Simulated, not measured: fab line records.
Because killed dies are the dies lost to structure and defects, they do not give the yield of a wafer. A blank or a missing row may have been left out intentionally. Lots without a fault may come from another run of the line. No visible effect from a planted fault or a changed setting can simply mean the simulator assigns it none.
fab line records	flow n5Finfet
record: lots: 4	wafers: 12	lastDay: 17
route steps=1938 shown STI_FIN_REVEAL@189 DUMMY_GATE@212 BEOL_M4@1111 PASSIVATION@1936
lots untouched by any fault: they come from a run of this same line in which no faults occurred
startH: hours from the record's opening day to when the first of the lot's shown wafers began	waitH: time in hours since the lot's previous step	" as in the row above	L1.1+2: one row covering several wafers at once	- value missing, or start not given	* or withheld: withheld	< > ~ a bound
route shown NAME@n: a module of which the file shows steps, and the number in the route of the first	usual: mean/standard deviation of fault-free wafers	same: alike in all rows	chamber/n: place in a boat	sites: per-site readings	_std_site: the values' standard deviation	_edge_site: the outer-site mean with the inner-site mean subtracted	radiusMm: how far each site lies from the wafer's centre	mask NAME#n: copy n	behind: tool/chamber where the wafer was last shaped	hold: what put the lot on hold/how long, in hours/how the hold closed	device: whichever transistor did not switch (one of n, p or np)	end of line: tests of these same wafers at the route's end	a step given without rows: its recipe and nothing more	killed: dies that structure and defects cost at the first sort, which is not the same as the wafer's yield	map: per-die view of a wafer (x killed, . not killed, _ where there is no die)
set.NAME: the setting that was run; set.NAME@STEP: the one run at that earlier step	model.NAME: the simulator's own value behind a step, which no gauge read
lots at some steps of the route; a table a step, a row a wafer
services: when a tool's chamber went out of use (startH, in hours from the record's first day, below 0 if earlier), for how many hours, and the reason
== steps ==
step: N5_STI_FIN_REVEAL_DENSIFY_30
recipe: tempC: *	timeS: *	ambient: N2	idleTempC: 600	rampUpCPerS: 150	rampDownCPerS: 60	coolToC: 600
step: N5_STI_FIN_REVEAL_ETCHBACK_08
recipe: chemistry: C4F6/O2	target: SiO2	targetDepthA: 305	timeS: 10.167	ionEnergyEv: 250	pressureMtorr: 30	sourceW: 345	biasW: 185	Ar_flow_sccm: 300	C4F6_flow_sccm: 10	O2_flow_sccm: 10
step: N5_STI_FIN_REVEAL_STRIP_24
recipe: chemistry: N2/H2	timeS: 90	powerW: 100	tempC: 40	pressureMtorr: 100	rfFrequencyHz: 6e+07	biasPowerW: 3	n2FlowSccm: 300	h2FlowSccm: 300
step: N5_STI_FIN_REVEAL_PRECLEAN_25
recipe: chemistry: SPM	timeS: 90	tempC: 120	mix: 4:1
step: N5_STI_FIN_REVEAL_PRECLEAN_26
recipe: chemistry: SC1	timeS: 45	tempC: 46	mix: 1:2:100
step: N5_STI_FIN_REVEAL_PRECLEAN_29
recipe: chemistry: DHF	timeS: 30	tempC: 25	dilution: 300:1
step: N5_STI_FIN_REVEAL_SRD_12
recipe: timeS: 30	tempC: 23	rinseLiquid: diw	dry: ipaMarangoni
step: N5_STI_FIN_REVEAL_RECESS_09
recipe: chemistry: HF/NH3	target: SiO2	afsCycles: 11	targetDepthA: 425	tempC: 30	sublimationTempC: 180	sublimationTimeS: 60
step: N5_STI_FIN_REVEAL_STRIP_16
recipe: chemistry: H3PO4	material: SiNx	tempC: 165	targetDepthA: 238	overetchFraction: 0.4964	dry: ipaMarangoni
step: N5_STI_FIN_REVEAL_PRECLEAN_17
recipe: chemistry: NF3:NH3	afsCycles: 1	tempC: 30	timeS: 20	sublimationTempC: 180	sublimationTimeS: 60	pressureTorr: 3	rfPowerW: 30
step: N5_STI_FIN_REVEAL_ETCH_34
recipe: chemistry: H2	mode: isotropic	material: Si	target: Si	targetDepthA: 9.7	tempC: 20	pressureMtorr: 4.5	icpW: 300	biasW: 0	h2FlowSccm: 7.5	heFlowSccm: 142.5
step: N5_STI_FIN_REVEAL_OXIDATION_31
recipe: chemistry: O2_PLASMA_REMOTE	tempC: 150	timeS: 20	pressureMtorr: 1000	sourcePowerW: 2000	o2FlowSccm: 3000
usual: chamberPressureMTorr: 1000.0/0.86	drypumpMotorCurrentA: 5.9/0.78	heaterPowerW: 141/5.6
lot.wafer	tool	chamber	startH	waitH	chamberPressureMTorr	drypumpMotorCurrentA	heaterPowerW	rfHoursCounterH	model.Si_of_PMOS_HMC_CHANNEL_EPI_EPI_26.thkNm
L657.1	plasmaAsher-01	1	62.59	0.0	1001.6	6.5	143	81	3
L657.5	"	0	"	"	999.9	5.4	146	-	3
L657.6	"	1	"	"	1001.1	6.6	140	-	2.8
L672.1	plasmaAsher-02	1	150.22	0.1	-	-	-	-	3.391
L672.4	"	1	"	"	-	-	-	-	3.397
L672.6	"	1	"	"	-	-	-	-	3.397
L673.2	plasmaAsher-01	1	156.92	0.0	-	-	-	-	3.381
L673.3	"	1	"	"	-	-	-	-	3.309
L673.4	"	0	"	"	-	-	-	-	3.343
L676.1	plasmaAsher-01	0	173.98	0.0	999.8	5.4	150	100	3
L676.2	"	1	"	"	1002.2	6.5	143	100	3
L676.4	"	1	"	"	999.1	6.6	144	-	3
step: N5_STI_FIN_REVEAL_PRECLEAN_32
recipe: chemistry: NF3:NH3	afsCycles: 1	tempC: 30	timeS: 20	sublimationTempC: 180	sublimationTimeS: 60	pressureTorr: 3	rfPowerW: 30
step: N5_STI_FIN_REVEAL_STRIP_35
recipe: chemistry: H3PO4	material: Si3N4	tempC: 165	targetDepthA: 40	timeS: 39
step: N5_STI_FIN_REVEAL_SRD_21
recipe: dry: ipaMarangoni	timeS: 30	tempC: 23	rinseLiquid: diw
step: N5_STI_FIN_REVEAL_OXIDATION_33
recipe: chemistry: O2_PLASMA_REMOTE	tempC: 150	timeS: 20	pressureMtorr: 1000	sourcePowerW: 2000	o2FlowSccm: 3000
step: N5_STI_FIN_REVEAL_CLEAN_19
recipe: chemistry: O3/DIW	tempC: 25	timeS: 120	o3Ppm: 10
usual: o3Ppm: 9.99/0.097
lot.wafer	tool	chamber	startH	waitH	o3Ppm	model.Si_of_PMOS_HMC_CHANNEL_EPI_EPI_26.thkNm
L657.1	wetBench-03	2	63.03	0.1	9.92	2.4
L657.5	"	0	"	"	9.92	2.4
L657.6	"	4	"	"	9.83	2.4
L672.1	wetBench-04	7	150.66	0.1	10.05	2.8
L672.4	"	4	"	"	10.12	2.8
L672.6	"	5	"	"	9.86	2.8
L673.2	wetBench-04	3	157.36	0.1	9.99	2.8
L673.3	"	2	"	"	9.73	2.8
L673.4	"	5	"	"	10.07	2.8
L676.1	wetBench-04	0	174.43	0.1	10.16	2.4
L676.2	"	4	"	"	10.04	2.4
L676.4	"	5	"	"	9.93	2.4
step: N5_STI_FIN_REVEAL_SRD_23
recipe: dry: ipaMarangoni	timeS: 30	tempC: 23	rinseLiquid: diw
step: N5_STI_FIN_REVEAL_CD_MEAS_22
recipe: targetCdNm: 6.238	pitchNm: 28	polarity: line
usual: cdNm: 6.17/0.3
lot.wafer	tool	chamber	startH	waitH	cdNm
L657.1	cdSem-01	-	63.11	0.0	5.83
L657.5	"	-	"	"	6.59
L657.6	"	-	"	"	5.88
L672.1	cdSem-01	-	150.74	0.0	7.21
L672.4	"	-	"	"	7.32
L672.6	"	-	"	"	7.42
L673.2	cdSem-03	-	157.43	0.0	7.31
L673.3	"	-	"	"	6.87
L673.4	"	-	"	"	6.90
L676.1	cdSem-02	-	174.51	0.0	6.20
L676.2	"	-	"	"	6.30
L676.4	"	-	"	"	6.28
step: N5_STI_FIN_REVEAL_PRECLEAN_18
recipe: chemistry: SC2	timeS: 45	tempC: 35	mix: 1:1:50
step: N5_STI_FIN_REVEAL_SRD_28
recipe: dry: ipaMarangoni	timeS: 30	tempC: 23	rinseLiquid: diw
step: N5_DUMMY_GATE_PRECLEAN_00
recipe: chemistry: O3/DIW	timeS: 60	tempC: 22	o3Ppm: 10
step: N5_DUMMY_GATE_SRD_01
recipe: timeS: 30	tempC: 23	rinseLiquid: diw	dry: ipaMarangoni
step: N5_DUMMY_GATE_ALD_02
recipe: material: SiO2	targetThkA: 20	tempC: 300	aldPrecursorFamily: BDEAS	aldCoReactant: O2-plasma	pulseTimeS: 1	pressureTorr: 2
step: N5_DUMMY_GATE_CVD_03
recipe: material: a-Si	targetThkA: 1500	tempC: 530	precursor: SiH4	timeS: 8042
step: N5_DUMMY_GATE_PRECLEAN_46
recipe: chemistry: DIW	timeS: 89.5	tempC: 23
step: N5_DUMMY_GATE_SRD_47
recipe: dryTimeS: 32	dry: n2Spin	spinRpm: 1500
step: N5_DUMMY_GATE_CMP_04
recipe: material: a-Si	postCmpClean: alkalineBrush
step: N5_DUMMY_GATE_HM_DEP_06
recipe: material: SiNx	targetThkA: 800	precursor: DCS/NH3	tempC: 700	pressureMtorr: 300	timeS: 5141
step: N5_DUMMY_GATE_PECVD_30
recipe: material: SiO2	targetThkA: 550	tempC: 400	precursor: TEOS/O2	pressureTorr: 6.5	rfW: withheld	teosFlowSccm: withheld	gas: O2	flowSccm: 2650	timeS: 10.8
step: N5_DUMMY_GATE_COAT_34
recipe: resist: SOC	tempC: 250	timeS: 60	spinRpm: 1500	resistThkNm: 60
step: N5_DUMMY_GATE_COAT_35
recipe: resist: SiARC	tempC: 220	timeS: 60	spinRpm: 1500	resistThkNm: 10
step: N5_DUMMY_GATE_COAT_28
recipe: resist: underlayer	tempC: 205	timeS: 60	spinRpm: 1500	resistThkNm: 10
step: N5_DUMMY_GATE_COAT_09
recipe: resist: CAR-EUV	spinRpm: 1500	resistThkNm: 30
step: N5_DUMMY_GATE_EBR_11
recipe: solvent: PGMEA	ebrWidthMm: 1.5
step: N5_DUMMY_GATE_SOFTBAKE_10
recipe: tempC: 110	timeS: 60	resist: CAR-EUV
step: N5_DUMMY_GATE_EXPOSE_12
recipe: maskId: GATE	na: 0.33	sourceShape: annular	sigmaInner: 0.2	sigmaOuter: 0.6	polarization: unpolarized	targetCdNm: 25	doseMj: 34
step: N5_DUMMY_GATE_PEB_13
recipe: pebTempC: 100	pebTimeS: 60	resist: CAR-EUV
step: N5_BEOL_M4_RC_MEAS_101
usual: DIBL_N: 36.1/2	DIBL_P: 36.3/2.4	IOFF_N: 0.15/0.035	IOFF_N_85C: 3.0/0.56	IOFF_N_LIN: 0.072/0.013	IOFF_N_LONG: 5.47e-05/2.8e-06	IOFF_P: 0.21/0.039	IOFF_P_85C: 3.7/0.57	IOFF_P_LIN: 0.101/0.014	ION_N: 672/15	ION_P: 463/9.7	REXT_N: 75.5/1.9	REXT_P: 100.8/2.4	SS_N: 71.5/0.7	SS_P: 73.2/0.75	VT_N: 251/3.6	VT_N_LONG: 275.4/2	VT_N_LVT: 100/3.6	VT_P: -250/3.8
lot.wafer	tool	chamber	startH	waitH	DIBL_N[mV/V]	DIBL_P[mV/V]	IOFF_N[nA/um]	IOFF_N_85C[nA/um]	IOFF_N_LIN[nA/um]	IOFF_N_LONG[nA/um]	IOFF_P[nA/um]	IOFF_P_85C[nA/um]	IOFF_P_LIN[nA/um]	ION_N[uA/um]	ION_P[uA/um]	REXT_N[ohm.um]	REXT_P[ohm.um]	SS_N[mV/dec]	SS_P[mV/dec]	VT_N[mV]	VT_N_LONG[mV]	VT_N_LVT[mV]	VT_P[mV]
L657.1	prober-01	0	195.89	0.0	32.8	34.1	0.11	2.3	0.054	5.33e-05	0.17	3.0	0.086	658	454	74.3	98.4	70.9	72.7	254	275.4	105	-253
L657.5	"	0	"	"	36.6	38.6	0.17	3.4	0.079	5.27e-05	0.23	3.9	0.107	672	458	73.2	98.9	71.7	73.2	248	277.6	99	-250
L657.6	"	0	"	"	34.1	34.9	0.11	2.4	0.057	5.37e-05	0.17	3.1	0.087	646	450	75.1	98.1	70.0	73.2	255	277.8	104	-254
L672.1	prober-01	0	284.59	0.0	41.2	44.8	0.32	5.5	0.153	6.92e-05	0.35	5.6	0.165	710	475	70.2	93.0	72.6	75.5	237	266.3	85	-247
L672.4	"	0	"	"	43.2	45.7	0.38	6.4	0.176	6.77e-05	0.39	6.1	0.179	710	478	70.3	92.8	73.3	75.9	237	265.1	83	-243
L672.6	"	0	"	"	46.8	50.1	0.57	8.9	0.244	6.87e-05	0.52	7.8	0.221	744	487	69.9	92.4	73.9	77.6	235	265.8	78	-241
L673.2	prober-02	0	287.76	0.2	41.4	44.7	0.39	6.7	0.181	7.26e-05	0.42	6.6	0.202	724	488	70.1	95.0	73.4	75.6	234	264.8	82	-243
L673.3	"	0	"	"	40.8	43.4	0.33	5.9	0.160	7.34e-05	0.37	5.9	0.180	722	487	69.5	94.6	72.0	75.4	237	267.4	86	-243
L673.4	"	0	"	"	39.5	42.4	0.29	5.2	0.142	7.35e-05	0.34	5.6	0.172	714	488	70.4	94.8	72.3	74.0	239	264.2	89	-244
L676.1	prober-02	0	306.59	0.0	37.4	37.0	0.18	3.3	0.079	6.06e-05	0.25	4.3	0.116	682	466	75.8	105.6	71.8	73.7	247	272.9	96	-246
L676.2	"	0	"	"	34.5	33.2	0.13	2.6	0.061	6.02e-05	0.19	3.3	0.096	672	467	76.2	106.1	70.8	72.8	253	274.2	100	-248
L676.4	"	0	"	"	35.6	34.8	0.14	2.8	0.068	6e-05	0.21	3.7	0.103	681	475	77.3	105.9	71.1	73.0	249	270.3	97	-248
step: N5_PASSIVATION_PROBE_49
usual: defectLimitedYield: 91.1/1.6	killed_at_M0_to_M3: 35/11	killed_at_M4_up: 13/5.4	killedAtContacts: 13/6.5	killedAtFrontEnd: 40/14	killedAtOther: 4/3.1	killedDies: 105/18	killedOpen: 69/14	killedShort: 34/7.3	sort_bin_4_leakage: 0/0	sort_bin_5_function: 5.2/0.96	sort_bin_6_memory: 3.4/0.77	sort_bin_8_speed: 0.02/0.13	sortNPass: 1075/19	sortYieldPct: 91.1/1.6
same: grossDies: 1180	killedAtBackSide: 0
lot.wafer	tool	chamber	startH	waitH	defectLimitedYield[%]	killed_at_M0_to_M3	killed_at_M4_up	killedAtContacts	killedAtFrontEnd	killedAtOther	killedDies	killedOpen	killedShort	sort_bin_4_leakage[%]	sort_bin_5_function[%]	sort_bin_6_memory[%]	sort_bin_8_speed[%]	sortNPass	sortYieldPct[%]
L657.1	prober-02	-	303.50	0.0	91.9	30	7	9	49	0	95	61	31	0	4.5	3.3	0	1085	91.9
L657.5	prober-02	-	303.70	0.2	92.0	42	4	10	28	10	94	60	32	0	4.5	3.4	0	1086	92.0
L657.6	prober-02	-	303.75	0.3	92.8	31	10	8	33	3	85	57	27	0	4.3	2.5	0	1095	92.8
L673.2	prober-01	-	398.06	0.1	90.8	29	12	18	43	7	109	83	26	12.37	5.5	3.6	0	925	78.4
L673.3	prober-01	-	398.11	0.1	90.3	33	18	15	38	10	114	70	40	2.12	4.8	4.4	0.08	1041	88.2
L673.4	prober-01	-	398.16	0.2	91.6	41	18	7	25	8	99	74	23	0.17	4.2	4.2	0	1079	91.4
L672.1	prober-02	-	398.46	0.0	90.8	35	14	13	44	3	109	69	30	2.29	6.2	2.6	0	1044	88.5
L672.4	prober-02	-	398.61	0.2	91.3	55	8	13	27	0	103	68	34	16.02	5.5	3.0	0	888	75.3
L672.6	prober-02	-	398.71	0.3	92.5	46	6	12	23	2	89	40	49	83.64	4.7	2.3	0	104	8.8
L676.1	prober-02	-	413.80	0.0	91.5	30	16	6	42	6	100	67	28	0	4.3	3.5	0	1080	91.5
L676.2	prober-02	-	413.85	0.1	93.6	14	19	12	31	0	76	56	19	0	4.2	2.2	0	1104	93.6
L676.4	prober-02	-	413.95	0.2	91.5	31	15	7	47	0	100	66	31	0	5.1	3.1	0	1080	91.5
killed by level:class
L657.1 FIN_SAQP:geometricParticle:open=12 FIN_SAQP:geometricParticle:short=10 STI_FIN_REVEAL:geometricParticle:open=10 BEOL_M0_SAQP:geometricParticle:short=10 BEOL_M0_SAQP:geometricParticle:open=8 MOL_CONTACT_COAG:geometricParticle:open=7 DUMMY_GATE:geometricParticle:open=5 BEOL_M3:geometricParticle:open=4
L657.5 BEOL_M3:geometricParticle:open=11 MOL_CONTACT_COAG:geometricParticle:open=8 BEOL_M0_SAQP:geometricParticle:short=8 FIN_SAQP:geometricParticle:open=6 BEOL_M1:geometricParticle:open=6 DUMMY_GATE:geometricParticle:open=5 BEOL_M0_SAQP:geometricParticle:open=5 BEOL_M2:geometricParticle:open=5
L657.6 STI_FIN_REVEAL:geometricParticle:open=10 BEOL_M0_SAQP:geometricParticle:open=9 BEOL_M0_SAQP:geometricParticle:short=6 BEOL_M3:geometricParticle:open=6 FIN_SAQP:geometricParticle:open=5 FIN_SAQP:geometricParticle:short=5 MOL_CONTACT_COAG:geometricParticle:open=5 STI_FIN_REVEAL:geometricParticle:short=3
L673.2 FIN_SAQP:geometricParticle:open=16 MOL_CONTACT_COAG:geometricParticle:open=15 BEOL_M3:geometricParticle:open=12 BEOL_M2:geometricParticle:open=7 FIN_SAQP:geometricParticle:short=6 DUMMY_GATE:geometricParticle:open=5 MIM_TOP_ETCH:geometricParticle:open=5 ILD0:geometricParticle:short=4
L673.3 MOL_CONTACT_COAG:geometricParticle:open=13 BEOL_M1:geometricParticle:open=9 BEOL_M3:geometricParticle:open=9 STARTING-WAFER:geometricParticle:short=8 FIN_SAQP:geometricParticle:short=7 BEOL_M4:geometricParticle:open=6 FIN_SAQP:geometricParticle:open=5 DUMMY_GATE:geometricParticle:open=5
L673.4 BEOL_M3:geometricParticle:open=15 BEOL_M2:geometricParticle:open=14 MOL_CONTACT_COAG:geometricParticle:open=6 FIN_SAQP:geometricParticle:open=5 BEOL_M4:geometricParticle:open=5 BEOL_M8:geometricParticle:open=5 ILD0:geometricParticle:open=4 BEOL_M1:geometricParticle:open=4
L672.1 FIN_SAQP:geometricParticle:open=11 MOL_CONTACT_COAG:geometricParticle:open=10 BEOL_M2:geometricParticle:open=10 FIN_CUT:areaEtch=10 BEOL_M0_SAQP:geometricParticle:open=8 FIN_SAQP:geometricParticle:short=5 DUMMY_GATE:geometricParticle:open=4 BEOL_M0_SAQP:geometricParticle:short=4
L672.4 BEOL_M0_SAQP:geometricParticle:open=19 BEOL_M0_SAQP:geometricParticle:short=15 MOL_CONTACT_COAG:geometricParticle:open=10 BEOL_M2:geometricParticle:open=8 FIN_SAQP:geometricParticle:short=6 DUMMY_GATE:geometricParticle:open=6 BEOL_M4:geometricParticle:open=6 BEOL_M3:geometricParticle:open=5
L672.6 BEOL_M0_SAQP:geometricParticle:short=17 BEOL_M1:geometricParticle:open=7 MOL_CONTACT_COAG:geometricParticle:open=7 BEOL_M1:geometricParticle:short=7 MOL_CONTACT_COAG:geometricParticle:short=5 BEOL_M0_SAQP:geometricParticle:open=5 FIN_SAQP:geometricParticle:short=4 STARTING-WAFER:geometricParticle:short=4
L676.1 FIN_SAQP:geometricParticle:open=12 BEOL_M1:geometricParticle:open=9 STI_FIN_REVEAL:geometricParticle:open=8 BEOL_M0:geometricParticle:open=6 BEOL_M5:geometricParticle:open=5 FIN_SAQP:geometricParticle:short=4 DUMMY_GATE:geometricParticle:open=3 GATE_CUT:geometricParticle:short=3
L676.2 MOL_CONTACT_COAG:geometricParticle:open=11 FIN_SAQP:geometricParticle:open=7 DUMMY_GATE:geometricParticle:open=7 BEOL_M5:geometricParticle:open=5 BEOL_M3:geometricParticle:open=4 BEOL_M4:geometricParticle:open=4 STARTING-WAFER:geometricParticle:open=4 BEOL_M0_SAQP:geometricParticle:short=3
L676.4 STI_FIN_REVEAL:geometricParticle:open=12 BEOL_M0_SAQP:geometricParticle:open=10 FIN_SAQP:geometricParticle:open=9 GATE_CUT:geometricParticle:short=8 BEOL_M0_SAQP:geometricParticle:short=8 DUMMY_GATE:geometricParticle:open=6 BEOL_M5:geometricParticle:open=5 BEOL_M4:geometricParticle:short=4
map L672.1 (x killed, . not)
_________________..........x.________________
______________..x.......x....x.x_____________
___________..................x.x...__________
__________....x..........x.........._________
________...x....................x.x..._______
_______x..x.x.x........x..x..........x.______
______..........x..x...................._____
_____.x....xx............................____
____................x..............xx.....___
___...x...x..............x...............x.__
___x..x...........x................x.......__
__.....x........x..........................._
__x....x...............x...................._
_..x.....x...........................x..x....
_...........x................................
_.......x........x.............x.............
_x.......x.....................x.............
_..............x...x...xx....................
_...x........xx....x...x...................x.
_..x............x............x...........x...
_....................x..............xx.......
__.......x.........x............xx........x._
__......xx..x............x.........x.....xx._
___...............x.x..................x...__
___............x............x..............__
____...................x......x..x........___
_____.......x.............x...x..........____
______..................x.xx............_____
_______...x.....x..x......x..x.........______
________...x................x......x.x_______
__________...............x..x...x.x._________
___________........................__________
______________........x........._____________
_________________..........x.________________
map L673.3 (x killed, . not)
_________________x........x.x________________
______________.................._____________
___________.x......................__________
__________.....x.x..........x...x..._________
________.........x.........x.....xx..x_______
_______................xx..............______
______.....................x.....x......_____
_____........x....x.....xx..............x____
____....x..............x.................x___
___.....x..x....x....x........x............__
___....x........x...............x..........__
__....................x.............x......._
__x.x...........x............x..x....x.....x_
_.....x...........................x..........
_.......x....x.......................x.......
_x...........................................
_...............x.x......x...x.......xx.x....
_...........x.....................x.x..x.....
_..........................x.............x...
_x...........................................
_xx.....................x..................x.
__..................x...x.x..x.....x.x...x.._
__............x.......xx.x.........x......x._
___.....xx....x........x..x......x.........__
___x...........x.......x.......x.......x...__
____.....x................................___
_____..............x...x...x.x........x..____
______..............x..x..........x..x.._____
_______...............x................______
________.......x......................_______
__________...xx....................x_________
___________...............x........__________
______________x....x...xx......._____________
_________________.x.....x..xx________________
== services ==
tool	chamber	startH	hours	kind
plasmaAsher-01	-	56.34	2.8	pm
== key ==
firstSign: step: N5_STI_FIN_REVEAL_OXIDATION_31	reading: toolRecord	direction: missing
effect: step: N5_STI_FIN_REVEAL_CD_MEAS_22	reading: cdNm	direction: up	sigmas: 3.4	usual: 6.17	struck: 7.17
effect: step: N5_BEOL_M4_RC_MEAS_101	reading: IOFF_N_LIN	direction: up	sigmas: 8	usual: 0.072	struck: 0.176
effect: step: N5_BEOL_M4_RC_MEAS_101	reading: IOFF_N	direction: up	sigmas: 6.5	usual: 0.15	struck: 0.38
effect: step: N5_BEOL_M4_RC_MEAS_101	reading: IOFF_N_85C	direction: up	sigmas: 6	usual: 3.0	struck: 6.4
effect: step: N5_BEOL_M4_RC_MEAS_101	reading: IOFF_P_LIN	direction: up	sigmas: 5.9	usual: 0.101	struck: 0.186
effect: step: N5_BEOL_M4_RC_MEAS_101	reading: IOFF_N_LONG	direction: up	sigmas: 5.8	usual: 5.47e-05	struck: 7.08e-05
effect: step: N5_BEOL_M4_RC_MEAS_101	reading: VT_N_LONG	direction: down	sigmas: 4.9	usual: 275.4	struck: 265.6
effect: step: N5_BEOL_M4_RC_MEAS_101	reading: IOFF_P	direction: up	sigmas: 4.7	usual: 0.21	struck: 0.40
effect: step: N5_BEOL_M4_RC_MEAS_101	reading: IOFF_P_85C	direction: up	sigmas: 4.5	usual: 3.7	struck: 6.3
effect: step: N5_BEOL_M4_RC_MEAS_101	reading: VT_N_LVT	direction: down	sigmas: 4.4	usual: 100	struck: 84
effect: step: N5_BEOL_M4_RC_MEAS_101	reading: VT_N	direction: down	sigmas: 3.9	usual: 251	struck: 236
effect: step: N5_BEOL_M4_RC_MEAS_101	reading: DIBL_P	direction: up	sigmas: 3.7	usual: 36.3	struck: 45.2
effect: step: N5_BEOL_M4_RC_MEAS_101	reading: SS_P	direction: up	sigmas: 3.2	usual: 73.2	struck: 75.7
effect: step: N5_PASSIVATION_PROBE_49	reading: sort_bin_4_leakage	direction: up	sigmas: 99+	usual: 0	struck: 19.44
modelEffect: step: N5_STI_FIN_REVEAL_OXIDATION_31	value: Si_of_PMOS_HMC_CHANNEL_EPI_EPI_26.thkNm	without: 3	struck: 3.37
modelEffect: step: N5_STI_FIN_REVEAL_CLEAN_19	value: Si_of_PMOS_HMC_CHANNEL_EPI_EPI_26.thkNm	without: 2.4	struck: 2.8
metAt N5_STI_FIN_REVEAL_OXIDATION_31
struckWafers L672.1,L672.4,L672.6,L673.2,L673.3,L673.4
baselineLoss: step: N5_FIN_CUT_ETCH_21	wafers: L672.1
onsetBetween 62.59 150.22
fault: kind: skippedStepWhole	tool: plasmaAsher-01,plasmaAsher-02	chamber: -	onsetH: 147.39	steps: N5_STI_FIN_REVEAL_OXIDATION_31	scope: struckLotsOnly
baselineLoss: these wafers lose ten dies or more at that step, a loss of the line's own and not of a fault; the sort's usual values leave them out
